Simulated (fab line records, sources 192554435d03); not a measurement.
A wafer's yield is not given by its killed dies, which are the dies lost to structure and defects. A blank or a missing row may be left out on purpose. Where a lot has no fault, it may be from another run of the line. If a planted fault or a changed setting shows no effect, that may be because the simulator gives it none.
fab line records    flow n5_finfet
[record] lots = 3  wafers = 9  last_day = 15
route steps=1938 shown BEOL_M4@1099 BEOL_M5@1112 BEOL_M6@1215 PASSIVATION@1936
lots that met no fault: taken from a fault-free run of the same line
start_h: hours from the record's first day to the start of the lot's first wafer shown    wait_h: time in hours since the lot's previous step    " unchanged from the row above    L1.1+2: several wafers, shown together as one row    - either no value or no given start    * or withheld: withheld    < > ~ a bound
route shown NAME@n: NAME is a module with steps in the file, n the number in the route of the first one    usual: the fault-free wafers' mean and standard deviation    same: alike in all rows    chamber/n: place in a boat    sites: the reading at each site    _std_site: standard deviation across them    _edge_site: mean of outer sites minus mean of inner sites    radius_mm: how far each site lies from the wafer's centre    mask NAME#n: copy n    behind: the last tool/chamber to shape the wafer    hold: why the lot went on hold/how many hours it stayed there/how the hold came to an end    device: names the non-switching transistor (n, p or np)    end of line: tests of these same wafers at the route's end    a step without rows: its recipe alone    killed: dies that structure and defects cost at the first sort, which is not the same as the wafer's yield    map: per-die view of a wafer (x killed, . not killed, _ where there is no die)
set.NAME: the setting the step ran with; set.NAME@STEP: the setting that earlier step ran with    model.NAME: the simulator's own value behind a step, which no gauge read
a table for each step, a row for each wafer; lots at some steps of the route
services: when a tool's chamber went out of use (start_h, in hours from the record's first day, below 0 if earlier), for how many hours, and the reason
[[steps]]
[step N5_BEOL_M4_ANNEAL_95]
[recipe] temp_c = 400  time_s = 240  ambient = vacuum
[step N5_BEOL_M4_SPUTTER_96]
[recipe] material = Cu  target_thk_a = 45  temp_c = -20  chamber_pressure_pa = 0.07  power_w = withheld  time_s = 8.29
[step N5_BEOL_M4_ECD_50]
[recipe] material = Cu  target_thk_a = 3000
[step N5_BEOL_M4_ANNEAL_51]
[recipe] temp_c = 225  time_s = 90  ambient = N2
[step N5_BEOL_M4_CMP_52]
[recipe] stop_on = SiOC  t_overpolish_s = 6.8  down_force_psi = 1  platen_rpm = 50  clearing_platen_down_force_psi = 1.5  clearing_platen_rpm = 50  post_cmp_clean = cu_alkaline  target_thk_nm = 40  clearing_platen_pad_velocity_m_s = 0.99484  pad_velocity_m_s = 0.99484
[step N5_BEOL_M4_PRE_CLEAN_60]
[recipe] gas = NH3/H2  time_s = 15  temp_c = *  rf_power_w = 300
[step N5_BEOL_M4_CO_CAP_55]
[recipe] material = Co  target_thk_a = 20  temp_c = 200  precursor = CCTBA/H2  pressure_torr = 30  time_s = 102.1
[step N5_BEOL_M4_PRE_CLEAN_56]
[recipe] gas = NH3  time_s = 15  temp_c = withheld  rf_power_w = 300
[step N5_BEOL_M4_DEP_57]
[recipe] material = SiCN  target_thk_a = 80  temp_c = withheld  precursor = 3MS/NH3  pressure_torr = 3  rf_w = 202  time_s = 14
[step N5_BEOL_M4_RC_MEAS_101]
[usual] DIBL_N = 36.0/2.2  DIBL_P = 35.9/2.6  IOFF_N = 0.16/0.038  IOFF_P = 0.21/0.042  ION_N = 675/15  ION_P = 463/10  SS_N = 71.5/0.62  SS_P = 73.2/0.76  VT_N = 250/4.1  VT_P = -251/3.6
lot.wafer  tool       chamber  start_h  wait_h  DIBL_N[mV/V]  DIBL_P[mV/V]  IOFF_N[nA/um]  IOFF_P[nA/um]  ION_N[uA/um]  ION_P[uA/um]  SS_N[mV/dec]  SS_P[mV/dec]  VT_N[mV]  VT_P[mV]
L707.1     prober-01  0        195.21   0.0     34.6          34.5          0.14           0.19           683           470           71.3          73.1          249       -251
L707.3     "          0        "        "       31.4          31.4          0.11           0.16           667           461           70.3          72.1          251       -252
L707.5     "          0        "        "       35.9          36.8          0.16           0.20           689           465           71.7          73.3          249       -252
L716.1     prober-02  0        247.32   0.0     34.5          33.5          0.12           0.19           656           466           71.3          72.4          254       -250
L716.3     "          0        "        "       39.1          38.6          0.22           0.28           709           482           72.3          73.6          243       -247
L716.5     "          0        "        "       35.4          33.0          0.13           0.17           663           461           70.8          72.3          254       -252
L718.1     prober-01  0        262.09   0.0     34.9          36.9          0.16           0.23           678           471           70.9          73.9          248       -248
L718.2     "          0        "        "       36.0          37.1          0.17           0.23           681           461           71.4          73.7          244       -248
L718.4     "          0        "        "       37.8          40.2          0.24           0.28           723           484           72.0          74.1          239       -247
[step N5_BEOL_M5_ILD_DEP_00]
[recipe] material = SiCOH_lowk  target_thk_a = 1406.4  temp_c = 300  precursor = DEMS/porogen  pressure_torr = 5  rf_w = 500  time_s = 25.9
[step N5_BEOL_M5_CURE_79]
[recipe] temp_c = 385  time_s = 240  ambient = He/Ar  material = SiCOH_lowk
[step N5_BEOL_M5_PECVD_70]
[recipe] material = SiO2  target_thk_a = 160  temp_c = 400  precursor = TEOS/O2  pressure_torr = 5.5  rf_w = 450  teos_flow_sccm = 53.8  gas = O2  flow_sccm = 3000  time_s = 18
[step N5_BEOL_M5_HM_DEP_02]
[recipe] material = TiN  target_thk_a = 200  temp_c = 25  chamber_pressure_pa = 0.49996
[step N5_BEOL_M5_COAT_59]
[recipe] resist = SOC  temp_c = 250  time_s = 60  spin_rpm = 1500  resist_thk_nm = 60
[step N5_BEOL_M5_COAT_60]
[recipe] resist = SiARC  temp_c = 220  time_s = 60  spin_rpm = 1500  resist_thk_nm = 12
[step N5_BEOL_M5_COAT_71]
[recipe] resist = underlayer  temp_c = 205  time_s = 60  spin_rpm = 1500  resist_thk_nm = 5
[step N5_BEOL_M5_COAT_05]
[recipe] resist = CAR-EUV  spin_rpm = 1500  resist_thk_nm = 30
[step N5_BEOL_M5_EBR_07]
[recipe] solvent = PGMEA  ebr_width_mm = 1.5
[step N5_BEOL_M5_SOFTBAKE_06]
[recipe] temp_c = 110  time_s = 60  resist = CAR-EUV
[step N5_BEOL_M5_EXPOSE_08]
[recipe] mask_id = M5  na = 0.33  source_shape = annular  sigma_inner = 0.4  sigma_outer = 0.8  polarization = unpolarized  target_cd_nm = 28  dose_mj = 35.75
[step N5_BEOL_M5_PEB_09]
[recipe] peb_temp_c = 100  peb_time_s = 60  resist = CAR-EUV
[step N5_BEOL_M5_DEVELOP_10]
[recipe] develop_time_s = 30  developer = TMAH  resist = CAR-EUV  rinse_liquid = surfactant_rinse  dry = air_spin  dev_temp_c = 23
[step N5_BEOL_M5_DESCUM_16]
[recipe] chemistry = O2  time_s = 7  source_power_w = 50  bias_power_w = 20  pressure_mtorr = 20  rf_frequency_hz = 2.712e+07  temp_c = 40  resist = CAR-EUV  o2_flow_sccm = 225
[step N5_BEOL_M5_ETCH_72]
[recipe] chemistry = N2/H2  target = underlayer  target_depth_a = 65  mask_material = CAR-EUV  time_s = 5.2  ion_energy_ev = 200  pressure_mtorr = 30  source_w = 840  bias_w = 150  n2_flow_sccm = 200  h2_flow_sccm = 200  ends = cleared
[step N5_BEOL_M5_ETCH_61]
[recipe] chemistry = CF4  target = SiARC  target_depth_a = 156  mask_material = CAR-EUV  time_s = 26  ion_energy_ev = 80  pressure_mtorr = 40  source_w = 545  bias_w = 36  Ar_flow_sccm = 100  cf4_flow_sccm = 100  ends = cleared
[step N5_BEOL_M5_ETCH_62]
[recipe] chemistry = N2/H2  target = SOC  target_depth_a = 750  overetch_a = 150  mask_material = SiARC  temp_c = 40  time_s = 112.5  ion_energy_ev = 200  pressure_mtorr = 30  source_w = 840  bias_w = 150  n2_flow_sccm = 200  h2_flow_sccm = 200
[step N5_BEOL_M5_STRIP_63]
[recipe] chemistry = N2/H2  temp_c = 40  n2_flow_sccm = 200  h2_flow_sccm = 200  rf_frequency_hz = 6e+07
[step N5_BEOL_M5_STRIP_73]
[recipe] chemistry = N2/H2  temp_c = 40  n2_flow_sccm = 200  h2_flow_sccm = 200  rf_frequency_hz = 6e+07
[step N5_BEOL_M5_STRIP_64]
[recipe] chemistry = CF4  resist = SiARC  power_w = 300  bias_power_w = 75  pressure_mtorr = 50  cf4_flow_sccm = 150  rf_frequency_hz = 6e+07
[step N5_BEOL_M5_HM_OPEN_17]
[recipe] chemistry = Cl2/BCl3  target_depth_a = 200  overetch_a = 60  target = TiN  mask_material = SOC  ion_energy_ev = 150  pressure_mtorr = 10  icp_w = 1000  bias_w = 126  Cl2_flow_sccm = 53.25  bcl3_flow_sccm = 21.75  Ar_flow_sccm = 25
[step N5_BEOL_M5_STRIP_19]
[recipe] chemistry = O2  power_w = 400  temp_c = 40  pressure_mtorr = 30  rf_frequency_hz = 6e+07  bias_power_w = 0  overash_fraction = 0.2  o2_flow_sccm = 225
[step N5_BEOL_M5_COAT_65]
[recipe] resist = SOC  temp_c = 250  time_s = 60  spin_rpm = 1500  resist_thk_nm = 60
[step N5_BEOL_M5_COAT_66]
[recipe] resist = SiARC  temp_c = 220  time_s = 60  spin_rpm = 1500  resist_thk_nm = 12
[step N5_BEOL_M6_HM_OPEN_17]
[recipe] chemistry = Cl2/BCl3  target_depth_a = 200  overetch_a = 60  target = TiN  mask_material = SOC  ion_energy_ev = 150  pressure_mtorr = 10  icp_w = 1000  bias_w = 126  Cl2_flow_sccm = 53.25  bcl3_flow_sccm = 21.75  Ar_flow_sccm = 25
[usual] drypump_motor_current_A = 5.6/0.31  oes_product_au = 0.72/0.045  throttle_valve_pct = 22.25/0.17
lot.wafer  tool          chamber  start_h  wait_h  drypump_motor_current_A  oes_product_au  rf_hours_counter_h  throttle_valve_pct  model.SOC_of_BEOL_M6_COAT_59.thk_nm  model.etch.depth_nm
L707.1     rie_metal-02  0        211.38   0.0     5.4                      0.72            12                  22.22               91.4                                 19.92
L707.3     "             1        "        "       5.6                      0.66            -                   22.10               91.2                                 20.16
L707.5     "             1        "        "       5.6                      0.66            -                   22.11               91                                   20.07
L716.1     rie_metal-02  1        261.79   0.0     5.6                      0.65            48                  22.13               91.8                                 20.08
L716.3     "             1        "        "       5.6                      0.62            -                   22.19               94.4                                 18.31
L716.5     "             0        "        "       5.4                      0.72            -                   22.21               92.2                                 20.06
L718.1     rie_metal-01  0        277.06   0.0     6.3                      0.72            22                  22.05               92.8                                 20.29
L718.2     "             0        "        "       6.3                      0.71            -                   22.04               93                                   20.16
L718.4     "             0        "        "       6.3                      0.72            -                   22.07               92.6                                 19.99
[step N5_BEOL_M6_OCD_MEAS_38]
[usual] trench_depth_nm = 94.5/2.4
lot.wafer  tool    chamber  start_h  wait_h  trench_depth_nm
L707.1     ocd-01  -        214.76   -       95.0
L707.3     "       -        "        "       96.7
L707.5     "       -        "        "       94.5
L716.1     ocd-01  -        262.83   -       93.5
L716.3     "       -        "        "       68.5
L716.5     "       -        "        "       93.1
L718.1     ocd-02  -        278.81   -       96.0
L718.2     "       -        "        "       92.6
L718.4     "       -        "        "       91.2
[step N5_PASSIVATION_PROBE_49]
[usual] defect_limited_yield = 91.4/1.6  killed_at_M0_to_M3 = 35/10  killed_at_M4_up = 12/4.7  killed_at_contacts = 12/5.8  killed_at_front_end = 38/12  killed_at_other = 4/3.2  killed_dies = 102/18  killed_open = 68/14  killed_short = 32/8  sort_bin_5_function = 5.1/0.96  sort_bin_6_memory = 3.2/0.77  sort_n_pass = 1078/20  sort_yield_pct = 91.3/1.7
[same] gross_dies = 1180  killed_at_back_side = 0  sort_bin_4_leakage[%] = 0  sort_bin_8_speed[%] = 0
lot.wafer  tool       chamber  start_h  wait_h  defect_limited_yield[%]  killed_at_M0_to_M3  killed_at_M4_up  killed_at_contacts  killed_at_front_end  killed_at_other  killed_dies  killed_open  killed_short  sort_bin_5_function[%]  sort_bin_6_memory[%]  sort_n_pass  sort_yield_pct[%]
L716.3     prober-02  -        359.68   1.0     62.5                     21                  365              7                   49                   1                443          75           24            34.1                    3.3                   737          62.5
// killed by level:class
L716.3 BEOL_M6:area_open=344 FIN_SAQP:geometric_particle:open=13 STI_FIN_REVEAL:geometric_particle:open=13 BEOL_M4:geometric_particle:open=11 BEOL_M0_SAQP:geometric_particle:open=7 STARTING-WAFER:geometric_particle:open=6 FIN_SAQP:geometric_particle:short=5 MOL_CONTACT_COAG:geometric_particle:open=4
// map L716.3 (x killed, . not)
_________________...x...x....________________
______________x............x...._____________
___________..x.x...........xx......__________
__________.........................._________
________...........x..x........x......_______
_______......x.....x...................______
______.x.............xxx.......x........_____
_____x...........x...x.x.xxx.x...........____
____.......x...x..x..xxxxxxx.x....x.......___
___.............x.xx.xxxxxxxxxxx...........__
___x.........xx.xxxxxxxxxxxxx.xx...........__
__...........x..xxxxxxxxxxxxxxxxx.x.....x..._
__..........x.xxxxxxxxxxxxxxxxx..x.......x.._
_.....xx.....xxxxxxxxxxxxxxxxxxxxxx..x......x
_.........x..xxxxxxxxxxxxxxxxxxxxxx..x.......
_.x...x......x.xxxxxxxxxxxxxxxxxxxxx.........
_.........xxxxxxxxxxxxxxxxxxxxxxxxxxx........
_...x.x.....xxxxxxxxxxxxxxxxxxx.xxx..........
_............xxxxxxxxxxxxxxxxxxxxxxx........x
_.........x.x.xxxxxxxxxxxxxxxxxxxxx......xx..
_...........xxxxxxxxxxxxxxxxxxxxxxxx.........
__...x.x......xxxxxxxxxxxxxxxxx.xxx........._
__.......x..x.x.xxxxxxxxxxxxxxxxx..........._
___.........x.xxxxxxxxxxxxxxxxxxxx.x...x...__
___........x...x.xxxxxxxxxxxx.xxx..........__
____..........xx.xxxxxxxxxxxxx.xx.........___
_____.........x....xx.xxxxxxxxx..........____
______........x.....xxxxx..x.x....x....._____
_______....x..x.......x....x...........______
________.........xxx..x..............._______
__________.........................x_________
___________....................x.x.__________
______________...........x......_____________
_________________x...x...x...________________
// map L707.1 (x killed, . not)
_________________........x...________________
______________.........x.x......_____________
___________..x.............x.......__________
__________....x...x..x.....xx.x....._________
________.............................._______
_______......x...x.............xx...x..______
______..x.x....x.x.........x....x......x_____
_____.....................x...x..x.....x.____
____...x.x.......x.....x........x........x___
___.....x....................x.............__
___x...xx.x.......x...............xx.....x.__
__.............................x..x........._
__.x.........xx............................._
_....x.x...............................x.....
_x...............x.x..........x..............
_......x.........x...xx.....x................
_................x..x....x............x....x.
_........xx......x.....................x.....
_..........x......x..........x...........x...
_....x.x.......x....................x........
_..................x...x...x.....x....x......
__................x...x......x.x............_
__.....x...xx..........x.....x.....x........_
___.x.x..xx.x............x......x..........__
___..x...x....x....................x.......__
____.....x.x...x.x.....xx..........x......___
_____................x...................____
______..x....x.........................._____
_______....x.....x.................x..x______
________.....x........................_______
__________.........x................_________
___________.x................x.....__________
______________.......xx........._____________
_________________x...........________________
[[services]]
tool          chamber  start_h  hours  kind
rie_metal-02  0        216.12   14.3   repair
rie_metal-02  1        247.14   1.0    repair
rie_metal-01  1        257.34   21.6   repair
rie_metal-01  0        268.57   3.3    repair
[[key]]
[first_sign] step = N5_BEOL_M6_OCD_MEAS_38  reading = trench_depth_nm  direction = down  sigmas = 11  usual = 94.5  struck = 68.5
[effect] step = N5_PASSIVATION_PROBE_49  reading = killed_at_M4_up  direction = up  sigmas = 75  usual = 12  struck = 365
[model_effect] step = N5_BEOL_M6_HM_OPEN_17  value = SOC_of_BEOL_M6_COAT_59.thk_nm  without = 91.6  struck = 94.4
[more_kills_born_at] N5_BEOL_M6_HM_OPEN_17@rie_metal-02 = 344
met_at N5_BEOL_M6_HM_OPEN_17
struck_wafers L716.3
onset_between 211.38 261.79
[fault] kind = process_parameter_drift  tool = rie_metal-02  chamber = -  onset_h = 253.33  steps = N5_BEOL_M6_HM_OPEN_17  channel = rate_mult  offset = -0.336  shape = step  end_h = 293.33  scope = struck_wafers_only
